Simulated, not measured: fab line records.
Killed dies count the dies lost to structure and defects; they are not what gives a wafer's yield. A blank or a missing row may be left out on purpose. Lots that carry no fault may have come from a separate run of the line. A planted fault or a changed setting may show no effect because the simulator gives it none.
Split-lot study -- flow n5Finfet -- 39 wafers read from 7 lots, route of 1938 steps

THE SPLIT ITSELF
At N5_SD_EPI_N_ETCH_16 (etches SiO2 in CHF3/O2, target depth 5 nm), the setting targetDepthA was moved away from the recipe's 50 angstrom on 12 of the 39 wafers read, by -9.3% to +8.6%. All remaining wafers had this setting at the recipe value.

Reading taken at the split's own step.

THE READING
etch.depthNm (the simulator's own value, which no gauge read), in nm, at N5_SD_EPI_N_ETCH_16 (etches SiO2 in CHF3/O2, target depth 5 nm). The file gives no usual value for it. Across the 27 wafers here that went through the recipe, the average is 5.008 nm and the standard deviation 0.068 nm.

wafer,"tool, chamber at the split","targetDepthA as run, angstrom",against the recipe,"etch.depthNm, nm",against lot-mates on the recipe
L075.1,"rieDiel-01, 1",50,recipe,4.957,-
L075.3,"rieDiel-01, 3",50,recipe,5.107,-
L075.4,"rieDiel-01, 0",50,recipe,5.008,-
L082.1,"rieDiel-03, 0",45.86,-8.3%,4.536,-0.471
L082.2,"rieDiel-03, 3",45.86,-8.3%,4.584,-0.423
L082.3,"rieDiel-03, 2",50,recipe,5.027,-
L082.4,"rieDiel-03, 1",50,recipe,5.007,-
L082.5,"rieDiel-03, 1",45.86,-8.3%,4.586,-0.421
L082.6,"rieDiel-03, 2",50,recipe,4.988,-
L086.1,"rieDiel-04, 0",50,recipe,5.113,-
L086.2,"rieDiel-04, 2",54.31,+8.6%,5.413,+0.363
L086.3,"rieDiel-04, 3",54.31,+8.6%,5.45,+0.400
L086.4,"rieDiel-04, 1",50,recipe,5.026,-
L086.5,"rieDiel-04, 2",54.31,+8.6%,5.408,+0.358
L086.6,"rieDiel-04, 1",50,recipe,5.012,-
L087.1,"rieDiel-01, 0",45.36,-9.3%,4.567,-0.449
L087.2,"rieDiel-01, 2",50,recipe,4.921,-
L087.3,"rieDiel-01, 3",45.36,-9.3%,4.65,-0.366
L087.4,"rieDiel-01, 1",50,recipe,5.001,-
L087.5,"rieDiel-01, 3",50,recipe,5.127,-
L087.6,"rieDiel-01, 0",45.36,-9.3%,4.553,-0.463
L090.1,"rieDiel-04, 0",48.32,-3.4%,4.93,-0.066
L090.2,"rieDiel-04, 2",50,recipe,4.93,-
L090.3,"rieDiel-04, 3",48.32,-3.4%,4.76,-0.236
L090.4,"rieDiel-04, 1",50,recipe,5.005,-
L090.5,"rieDiel-04, 0",50,recipe,5.053,-
L090.6,"rieDiel-04, 3",48.32,-3.4%,4.805,-0.191
L091.1,"rieDiel-04, 3",50,recipe,4.961,-
L091.2,"rieDiel-04, 2",50,recipe,4.96,-
L091.3,"rieDiel-04, 0",50,recipe,5.081,-
L091.5,"rieDiel-04, 0",50,recipe,5.081,-
L091.4,"rieDiel-04, 3",50,recipe,4.941,-
L091.6,"rieDiel-04, 2",50,recipe,4.914,-
L095.1,"rieDiel-04, 2",50,recipe,4.903,-
L095.2,"rieDiel-04, 3",50,recipe,4.997,-
L095.3,"rieDiel-04, 0",50,recipe,5.095,-
L095.4,"rieDiel-04, 0",50,recipe,5.104,-
L095.5,"rieDiel-04, 3",50,recipe,5.012,-
L095.6,"rieDiel-04, 2",50,recipe,4.896,-

FIT RESULTS
A straight line over all 39 wafers: etch.depthNm changes by +0.0486 nm for each +1% of targetDepthA; r = +0.96; the points scatter about the line by 0.065 nm.
The same after taking each lot's own level away (the mean of its wafers on the recipe; 39 wafers): +0.047 nm for each +1%; r = +0.95; scatter 0.063 nm.
Per that fit: largest targetDepthA move, reading shift of 0.44 nm.
From 4.9897 to 5.0503 nm: that is the span of the lots' own levels, equal to 0.9 times the standard deviation above.
Hence the lot-to-lot level has little effect on the slope; both slopes agree.
Check: for one of the wafers moved furthest among these (-9.3%), held out of the fit, the line's prediction against its lot-mates is -0.441 nm. It came out at -0.449 nm against them.

ADDITIONAL SPLITS CARRIED BY THESE WAFERS
Note: prior to the reading, these wafers also went through further splits. Each is held against what the fit with the lots' levels taken away leaves over:
other split on the same wafers,wafers away from the commonest value,r with etch.depthNm (lot level and that fit taken away)
N5_ZERO_LAYER_PECVD_02 targetThkA,15,+0.09
N5_FIN_SAQP_HM_DEP_03 targetThkA,12,+0.20
N5_FIN_SAQP_FIN_ETCH_36 biasW,12,+0.13
N5_SD_EPI_N_ETCH_35 sourceW,12,+0.27

FILE'S OWN FIT
etch.depthNm changes by +0.0473 nm for each +1% of targetDepthA, r = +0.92.
